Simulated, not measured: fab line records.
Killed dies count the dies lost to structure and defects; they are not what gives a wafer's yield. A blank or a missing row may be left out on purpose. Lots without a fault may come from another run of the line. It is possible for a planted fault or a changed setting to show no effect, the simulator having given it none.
A sampling plan put to the test / flow n5_finfet / each of the 37 faults these records tell of, on one fab line, judged from the records of the lots it struck
The plan is the line's own looks: the steps of the route at which a gauge or an inspection reads the wafer and doesn't change it. Where struck wafers have a number at a look and the file lists that look's usual mean and standard deviation on fault-free wafers, the look can be judged. Caught: a look later than the fault's first step finds the struck wafers' mean 4 or more of those standard deviations (sigma) from the usual mean. On the tool: the test repeated on the tool's own readings taken at the fault's steps. It also counts as caught if the struck wafers ran another recipe or if their record alone is blank.

THE FAULTS, as the simulator had put them in
1. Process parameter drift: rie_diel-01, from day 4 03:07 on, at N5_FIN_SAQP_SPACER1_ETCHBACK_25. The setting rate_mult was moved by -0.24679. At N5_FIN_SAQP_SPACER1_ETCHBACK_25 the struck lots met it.
2. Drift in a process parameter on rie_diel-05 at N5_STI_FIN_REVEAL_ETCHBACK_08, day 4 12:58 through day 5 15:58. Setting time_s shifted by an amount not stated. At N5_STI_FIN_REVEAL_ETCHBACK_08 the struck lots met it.
3. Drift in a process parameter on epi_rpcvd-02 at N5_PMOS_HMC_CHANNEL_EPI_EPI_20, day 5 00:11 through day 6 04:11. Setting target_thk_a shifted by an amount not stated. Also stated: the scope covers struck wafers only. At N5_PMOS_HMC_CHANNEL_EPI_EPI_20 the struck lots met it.
4. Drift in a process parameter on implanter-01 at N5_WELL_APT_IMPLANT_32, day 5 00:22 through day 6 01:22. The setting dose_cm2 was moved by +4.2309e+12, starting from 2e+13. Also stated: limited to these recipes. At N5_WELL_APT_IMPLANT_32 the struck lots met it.
5. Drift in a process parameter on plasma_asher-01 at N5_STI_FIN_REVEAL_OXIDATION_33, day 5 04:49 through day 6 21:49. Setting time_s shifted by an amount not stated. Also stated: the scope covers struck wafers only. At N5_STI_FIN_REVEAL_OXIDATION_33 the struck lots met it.
6. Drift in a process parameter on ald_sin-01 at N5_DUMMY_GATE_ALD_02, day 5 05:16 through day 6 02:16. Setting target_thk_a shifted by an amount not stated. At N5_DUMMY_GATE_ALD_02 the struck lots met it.
7. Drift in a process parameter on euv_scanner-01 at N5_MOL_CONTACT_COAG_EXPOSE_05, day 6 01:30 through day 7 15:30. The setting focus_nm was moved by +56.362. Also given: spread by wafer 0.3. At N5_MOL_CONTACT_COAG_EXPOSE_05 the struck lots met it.
8. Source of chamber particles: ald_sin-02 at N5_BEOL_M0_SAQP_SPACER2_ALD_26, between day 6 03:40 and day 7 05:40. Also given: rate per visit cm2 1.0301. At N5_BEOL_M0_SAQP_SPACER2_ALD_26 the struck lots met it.
9. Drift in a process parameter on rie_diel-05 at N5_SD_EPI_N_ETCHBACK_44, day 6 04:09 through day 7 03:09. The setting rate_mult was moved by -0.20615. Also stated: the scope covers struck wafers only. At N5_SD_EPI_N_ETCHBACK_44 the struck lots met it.
10. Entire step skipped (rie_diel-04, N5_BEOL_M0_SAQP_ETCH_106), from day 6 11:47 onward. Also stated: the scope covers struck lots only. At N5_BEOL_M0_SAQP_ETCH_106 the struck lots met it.
11. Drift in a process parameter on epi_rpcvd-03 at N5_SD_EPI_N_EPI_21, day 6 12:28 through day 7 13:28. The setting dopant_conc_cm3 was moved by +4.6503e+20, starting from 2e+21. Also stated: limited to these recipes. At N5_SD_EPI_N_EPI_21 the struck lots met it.
12. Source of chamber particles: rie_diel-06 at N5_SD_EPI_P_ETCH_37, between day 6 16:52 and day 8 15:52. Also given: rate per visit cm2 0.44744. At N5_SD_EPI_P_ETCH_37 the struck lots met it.
13. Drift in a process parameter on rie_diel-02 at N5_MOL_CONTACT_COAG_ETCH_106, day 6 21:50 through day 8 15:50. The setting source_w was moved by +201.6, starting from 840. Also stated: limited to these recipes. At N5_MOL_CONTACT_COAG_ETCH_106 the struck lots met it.
14. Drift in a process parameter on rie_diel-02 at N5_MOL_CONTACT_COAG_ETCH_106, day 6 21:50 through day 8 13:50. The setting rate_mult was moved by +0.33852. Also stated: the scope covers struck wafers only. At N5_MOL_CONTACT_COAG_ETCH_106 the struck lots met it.
15. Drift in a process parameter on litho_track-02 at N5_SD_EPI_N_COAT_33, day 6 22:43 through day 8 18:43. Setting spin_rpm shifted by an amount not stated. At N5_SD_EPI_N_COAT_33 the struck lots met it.
16. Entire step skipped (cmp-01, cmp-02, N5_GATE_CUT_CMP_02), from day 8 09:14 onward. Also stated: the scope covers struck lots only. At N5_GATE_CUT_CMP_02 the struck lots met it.
17. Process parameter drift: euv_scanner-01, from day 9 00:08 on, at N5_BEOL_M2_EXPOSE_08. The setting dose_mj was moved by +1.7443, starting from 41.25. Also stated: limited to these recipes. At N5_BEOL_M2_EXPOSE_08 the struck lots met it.
18. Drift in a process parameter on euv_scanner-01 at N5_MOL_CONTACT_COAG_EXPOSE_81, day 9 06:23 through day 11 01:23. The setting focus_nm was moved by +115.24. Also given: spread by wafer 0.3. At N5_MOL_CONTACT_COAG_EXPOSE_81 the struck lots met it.
19. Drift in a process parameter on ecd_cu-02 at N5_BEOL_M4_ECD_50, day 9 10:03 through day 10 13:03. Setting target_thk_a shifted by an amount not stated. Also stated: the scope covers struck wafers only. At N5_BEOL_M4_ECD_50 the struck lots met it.
20. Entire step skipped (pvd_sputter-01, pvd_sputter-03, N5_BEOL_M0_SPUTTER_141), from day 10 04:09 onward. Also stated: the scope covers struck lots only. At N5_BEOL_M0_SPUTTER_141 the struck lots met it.
21. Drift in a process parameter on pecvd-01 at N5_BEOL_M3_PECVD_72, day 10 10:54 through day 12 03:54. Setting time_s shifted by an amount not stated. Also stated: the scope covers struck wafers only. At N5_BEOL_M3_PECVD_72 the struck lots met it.
22. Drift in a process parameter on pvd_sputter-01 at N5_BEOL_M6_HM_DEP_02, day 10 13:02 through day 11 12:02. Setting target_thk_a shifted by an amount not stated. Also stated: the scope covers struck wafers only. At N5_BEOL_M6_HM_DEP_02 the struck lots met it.
23. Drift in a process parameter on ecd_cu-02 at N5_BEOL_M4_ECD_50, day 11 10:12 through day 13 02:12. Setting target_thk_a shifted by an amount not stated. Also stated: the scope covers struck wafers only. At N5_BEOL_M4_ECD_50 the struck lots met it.
24. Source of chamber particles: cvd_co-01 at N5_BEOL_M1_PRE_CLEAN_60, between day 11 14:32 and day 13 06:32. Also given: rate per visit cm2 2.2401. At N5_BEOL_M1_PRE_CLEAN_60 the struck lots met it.
25. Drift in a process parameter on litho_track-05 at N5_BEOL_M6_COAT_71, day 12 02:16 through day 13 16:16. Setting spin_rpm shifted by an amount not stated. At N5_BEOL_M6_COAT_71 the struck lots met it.
26. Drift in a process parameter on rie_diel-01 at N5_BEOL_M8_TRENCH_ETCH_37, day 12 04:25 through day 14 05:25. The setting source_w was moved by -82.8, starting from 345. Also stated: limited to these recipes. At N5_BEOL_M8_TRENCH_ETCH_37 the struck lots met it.
27. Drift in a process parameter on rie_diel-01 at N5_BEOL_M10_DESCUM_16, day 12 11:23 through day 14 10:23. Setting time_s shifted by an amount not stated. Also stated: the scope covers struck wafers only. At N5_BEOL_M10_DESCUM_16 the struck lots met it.
28. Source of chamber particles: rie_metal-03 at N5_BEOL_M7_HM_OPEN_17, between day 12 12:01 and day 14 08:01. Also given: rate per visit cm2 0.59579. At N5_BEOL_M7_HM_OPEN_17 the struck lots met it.
29. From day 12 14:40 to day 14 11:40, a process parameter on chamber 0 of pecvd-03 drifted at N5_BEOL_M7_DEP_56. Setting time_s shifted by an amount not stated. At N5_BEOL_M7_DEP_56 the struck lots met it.
30. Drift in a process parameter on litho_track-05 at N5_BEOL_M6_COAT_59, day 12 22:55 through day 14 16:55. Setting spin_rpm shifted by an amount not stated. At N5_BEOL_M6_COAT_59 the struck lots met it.
31. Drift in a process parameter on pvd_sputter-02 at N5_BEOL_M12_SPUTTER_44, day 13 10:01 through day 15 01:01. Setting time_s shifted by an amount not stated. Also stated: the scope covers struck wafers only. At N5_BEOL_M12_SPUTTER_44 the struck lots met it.
32. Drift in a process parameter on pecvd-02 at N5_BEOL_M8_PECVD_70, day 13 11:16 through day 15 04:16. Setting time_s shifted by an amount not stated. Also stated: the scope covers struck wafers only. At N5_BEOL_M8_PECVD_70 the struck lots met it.
33. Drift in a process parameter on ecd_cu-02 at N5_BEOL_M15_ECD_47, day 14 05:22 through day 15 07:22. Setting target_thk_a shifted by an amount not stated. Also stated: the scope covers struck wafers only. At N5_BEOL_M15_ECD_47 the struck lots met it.
34. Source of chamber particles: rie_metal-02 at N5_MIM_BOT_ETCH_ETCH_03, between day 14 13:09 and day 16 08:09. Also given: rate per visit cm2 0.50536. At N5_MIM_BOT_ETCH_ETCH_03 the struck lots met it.
35. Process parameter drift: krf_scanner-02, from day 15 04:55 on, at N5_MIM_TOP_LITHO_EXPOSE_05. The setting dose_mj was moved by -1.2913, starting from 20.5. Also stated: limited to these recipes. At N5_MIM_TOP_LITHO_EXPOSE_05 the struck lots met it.
36. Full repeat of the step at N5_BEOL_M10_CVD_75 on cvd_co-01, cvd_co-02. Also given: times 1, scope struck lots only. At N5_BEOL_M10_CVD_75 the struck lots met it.
37. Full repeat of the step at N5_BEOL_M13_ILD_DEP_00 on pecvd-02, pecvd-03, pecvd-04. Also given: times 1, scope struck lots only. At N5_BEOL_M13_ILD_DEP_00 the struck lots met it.

WHAT THE PLAN SAW
fault=1; on the tool itself=under 2 sigma; first look that catches it=not the one look that can be judged after it; reading, sigma=-; median hours from its first step to that look=-; hours from the fault's start to the first struck lot there=-; judged looks passed uncaught=1
fault=2; on the tool itself=under 2 sigma; first look that catches it=N5_STI_FIN_REVEAL_FIN_H_MEAS_10; reading, sigma=trench_depth_nm +11; median hours from its first step to that look=3.1; hours from the fault's start to the first struck lot there=6; judged looks passed uncaught=0
fault=3; on the tool itself=under 2 sigma; first look that catches it=N5_PMOS_HMC_CHANNEL_EPI_THK_MEAS_22; reading, sigma=HMC_CMP_THK -37; median hours from its first step to that look=1.4; hours from the fault's start to the first struck lot there=7; judged looks passed uncaught=0
fault=4; on the tool itself=dose_ions_cm2 +99 or beyond sigma; first look that catches it=N5_BEOL_M4_RC_MEAS_101; reading, sigma=CJ_N +6.6; median hours from its first step to that look=162.0; hours from the fault's start to the first struck lot there=170; judged looks passed uncaught=0
fault=5; on the tool itself=under 2 sigma; first look that catches it=none of the 2 looks that can be judged after it; reading, sigma=strongest: IOFF_N_LIN at N5_BEOL_M4_RC_MEAS_101, +3.4; median hours from its first step to that look=-; hours from the fault's start to the first struck lot there=-; judged looks passed uncaught=2
fault=6; on the tool itself=under 2 sigma; first look that catches it=not the one look that can be judged after it; reading, sigma=-; median hours from its first step to that look=-; hours from the fault's start to the first struck lot there=-; judged looks passed uncaught=1
fault=7; on the tool itself=exposure_dose_mJ_cm2 +29 sigma; first look that catches it=N5_MOL_CONTACT_COAG_CD_MEAS_08; reading, sigma=cd_nm -9.7; median hours from its first step to that look=0.1; hours from the fault's start to the first struck lot there=7; judged looks passed uncaught=0
fault=8; on the tool itself=under 2 sigma; first look that catches it=N5_BEOL_M0_SAQP_INSPECT_42; reading, sigma=raw_defect_count +8.2; median hours from its first step to that look=1.3; hours from the fault's start to the first struck lot there=6; judged looks passed uncaught=0
fault=9; on the tool itself=under 2 sigma; first look that catches it=not the one look that can be judged after it; reading, sigma=-; median hours from its first step to that look=-; hours from the fault's start to the first struck lot there=-; judged looks passed uncaught=1
fault=10; on the tool itself=the tool's record is blank for the struck wafers; first look that catches it=not the one look that can be judged after it; reading, sigma=-; median hours from its first step to that look=-; hours from the fault's start to the first struck lot there=-; judged looks passed uncaught=1
fault=11; on the tool itself=no reading that can be judged; first look that catches it=none of the 3 looks that can be judged after it; reading, sigma=strongest: RS_SD_N at N5_SD_ACTIVATION_RS_MEAS_03, -3.9; median hours from its first step to that look=-; hours from the fault's start to the first struck lot there=-; judged looks passed uncaught=3
fault=12; on the tool itself=under 2 sigma; first look that catches it=N5_SD_EPI_P_INSPECT_26; reading, sigma=raw_defect_count +9.4; median hours from its first step to that look=4.5; hours from the fault's start to the first struck lot there=20; judged looks passed uncaught=0
fault=13; on the tool itself=rf_fwd_power_W +72 sigma; first look that catches it=not the one look that can be judged after it; reading, sigma=strongest: RC_DENSE_P at N5_BEOL_M4_RC_MEAS_101, -3.2; median hours from its first step to that look=-; hours from the fault's start to the first struck lot there=-; judged looks passed uncaught=1
fault=14; on the tool itself=only faintly: drypump_motor_current_A +2.1 sigma; first look that catches it=N5_BEOL_M4_RC_MEAS_101; reading, sigma=RC_DENSE_P -4.7; median hours from its first step to that look=93.9; hours from the fault's start to the first struck lot there=118; judged looks passed uncaught=0
fault=15; on the tool itself=spin_speed_rpm -62 sigma; first look that catches it=not the one look that can be judged after it; reading, sigma=-; median hours from its first step to that look=-; hours from the fault's start to the first struck lot there=-; judged looks passed uncaught=1
fault=16; on the tool itself=the tool's record is blank for the struck wafers; first look that catches it=no look after it can be judged; reading, sigma=-; median hours from its first step to that look=-; hours from the fault's start to the first struck lot there=-; judged looks passed uncaught=0
fault=17; on the tool itself=exposure_dose_mJ_cm2 +36 sigma; first look that catches it=none of the 4 looks that can be judged after it; reading, sigma=strongest: cd_nm at N5_BEOL_M2_CD_MEAS_11, +3.5; median hours from its first step to that look=-; hours from the fault's start to the first struck lot there=-; judged looks passed uncaught=4
fault=18; on the tool itself=exposure_dose_mJ_cm2 +95 sigma; first look that catches it=N5_MOL_CONTACT_COAG_CD_MEAS_84; reading, sigma=cd_nm -36; median hours from its first step to that look=0.1; hours from the fault's start to the first struck lot there=32; judged looks passed uncaught=0
fault=19; on the tool itself=no reading that can be judged; first look that catches it=not the one look that can be judged after it; reading, sigma=-; median hours from its first step to that look=-; hours from the fault's start to the first struck lot there=-; judged looks passed uncaught=1
fault=20; on the tool itself=the tool's record is blank for the struck wafers; first look that catches it=not the one look that can be judged after it; reading, sigma=-; median hours from its first step to that look=-; hours from the fault's start to the first struck lot there=-; judged looks passed uncaught=1
fault=21; on the tool itself=under 2 sigma; first look that catches it=not the one look that can be judged after it; reading, sigma=-; median hours from its first step to that look=-; hours from the fault's start to the first struck lot there=-; judged looks passed uncaught=1
fault=22; on the tool itself=under 2 sigma; first look that catches it=no look after it can be judged; reading, sigma=-; median hours from its first step to that look=-; hours from the fault's start to the first struck lot there=-; judged looks passed uncaught=0
fault=23; on the tool itself=no reading that can be judged; first look that catches it=none of the 2 looks that can be judged after it; reading, sigma=-; median hours from its first step to that look=-; hours from the fault's start to the first struck lot there=-; judged looks passed uncaught=2
fault=24; on the tool itself=under 2 sigma; first look that catches it=N5_BEOL_M1_INSPECT_59; reading, sigma=raw_defect_count +59; median hours from its first step to that look=0.2; hours from the fault's start to the first struck lot there=1; judged looks passed uncaught=0
fault=25; on the tool itself=spin_speed_rpm +99 or beyond sigma; first look that catches it=no look after it can be judged; reading, sigma=-; median hours from its first step to that look=-; hours from the fault's start to the first struck lot there=-; judged looks passed uncaught=0
fault=26; on the tool itself=rf_fwd_power_W -55 sigma; first look that catches it=N5_BEOL_M8_OCD_MEAS_38; reading, sigma=trench_depth_nm -7.7; median hours from its first step to that look=0.2; hours from the fault's start to the first struck lot there=6; judged looks passed uncaught=0
fault=27; on the tool itself=under 2 sigma; first look that catches it=no look after it can be judged; reading, sigma=-; median hours from its first step to that look=-; hours from the fault's start to the first struck lot there=-; judged looks passed uncaught=0
fault=28; on the tool itself=under 2 sigma; first look that catches it=N5_BEOL_M7_INSPECT_30; reading, sigma=raw_defect_count +5.8; median hours from its first step to that look=1.4; hours from the fault's start to the first struck lot there=14; judged looks passed uncaught=1
fault=29; on the tool itself=under 2 sigma; first look that catches it=not the one look that can be judged after it; reading, sigma=-; median hours from its first step to that look=-; hours from the fault's start to the first struck lot there=-; judged looks passed uncaught=1
fault=30; on the tool itself=spin_speed_rpm +66 sigma; first look that catches it=no look after it can be judged; reading, sigma=-; median hours from its first step to that look=-; hours from the fault's start to the first struck lot there=-; judged looks passed uncaught=0
fault=31; on the tool itself=under 2 sigma; first look that catches it=none of the 2 looks that can be judged after it; reading, sigma=-; median hours from its first step to that look=-; hours from the fault's start to the first struck lot there=-; judged looks passed uncaught=2
fault=32; on the tool itself=under 2 sigma; first look that catches it=no look after it can be judged; reading, sigma=-; median hours from its first step to that look=-; hours from the fault's start to the first struck lot there=-; judged looks passed uncaught=0
fault=33; on the tool itself=no reading that can be judged; first look that catches it=no look after it can be judged; reading, sigma=-; median hours from its first step to that look=-; hours from the fault's start to the first struck lot there=-; judged looks passed uncaught=0
fault=34; on the tool itself=under 2 sigma; first look that catches it=N5_PASSIVATION_INSPECT_61; reading, sigma=raw_defect_count +99 or beyond; median hours from its first step to that look=3.2; hours from the fault's start to the first struck lot there=32; judged looks passed uncaught=0
fault=35; on the tool itself=exposure_dose_mJ_cm2 -55 sigma; first look that catches it=N5_MIM_TOP_LITHO_CD_MEAS_08; reading, sigma=cd_nm +6.7; median hours from its first step to that look=0.2; hours from the fault's start to the first struck lot there=12; judged looks passed uncaught=0
fault=36; on the tool itself=no reading that can be judged; first look that catches it=no look after it can be judged; reading, sigma=-; median hours from its first step to that look=-; hours from the fault's start to the first struck lot there=-; judged looks passed uncaught=0
fault=37; on the tool itself=under 2 sigma; first look that catches it=N5_BEOL_M13_THK_MEAS_01; reading, sigma=M13_ILD_THK +89; median hours from its first step to that look=0.5; hours from the fault's start to the first struck lot there=-; judged looks passed uncaught=0
Dash: fault not caught, or number not given in these records.

Caught at a look: 14 of 37. Caught on the tool: 13 of 37. By one or the other: 22 of 37.
Faults caught by the tool alone: 10, 13, 15, 16, 17, 20, 25, 30.
Caught at a look alone: faults 2, 3, 8, 12, 14, 24, 28, 34, 37.
Caught by neither: faults 1, 5, 6, 9, 11, 19, 21, 22, 23, 27, 29, 31, 32, 33, 36.

THINNER SAMPLING
Were the look that catches a fault to measure just every second or every third lot (counted by lot number), the first struck lot would, at worst, be measured this late:
fault=2; struck lots at that look, in order of time=L643, L645; every lot=6 h; every second lot=may miss all 2; every third lot=may miss all 2
fault=3; struck lots at that look, in order of time=L606, L607; every lot=7 h; every second lot=15 h; every third lot=may miss all 2
fault=4; struck lots at that look, in order of time=L852, L854; every lot=170 h; every second lot=may miss all 2; every third lot=may miss all 2
fault=7; struck lots at that look, in order of time=L971, L973; every lot=7 h; every second lot=may miss all 2; every third lot=may miss all 2
fault=8; struck lots at that look, in order of time=L116, L117, L118; every lot=6 h; every second lot=14 h; every third lot=19 h
fault=12; struck lots at that look, in order of time=L627, L629; every lot=20 h; every second lot=may miss all 2; every third lot=may miss all 2
fault=14; struck lots at that look, in order of time=L675, L677; every lot=118 h; every second lot=may miss all 2; every third lot=may miss all 2
fault=18; struck lots at that look, in order of time=L246; every lot=32 h; every second lot=may miss it; every third lot=may miss it
fault=24; struck lots at that look, in order of time=L250, L254; every lot=1 h; every second lot=may miss all 2; every third lot=may miss all 2
fault=26; struck lots at that look, in order of time=L371, L374, L372; every lot=6 h; every second lot=25 h; every third lot=may miss all 3
fault=28; struck lots at that look, in order of time=L405, L409; every lot=14 h; every second lot=may miss all 2; every third lot=may miss all 2
fault=34; struck lots at that look, in order of time=L377; every lot=32 h; every second lot=may miss it; every third lot=may miss it
fault=35; struck lots at that look, in order of time=L436, L433; every lot=12 h; every second lot=20 h; every third lot=may miss all 2
Hours: fault start to first struck lot measured. The test against the limit of 4 sigma pooled every struck wafer, which means one lot taken alone may stay below that limit. Other struck lots may not be in these records.

THE LONGEST TIMED WAY FROM STEP TO LOOK
Fault 4: the median time between N5_WELL_APT_IMPLANT_32 and N5_BEOL_M4_RC_MEAS_101 is 162.0 hours. No look between them can be judged.
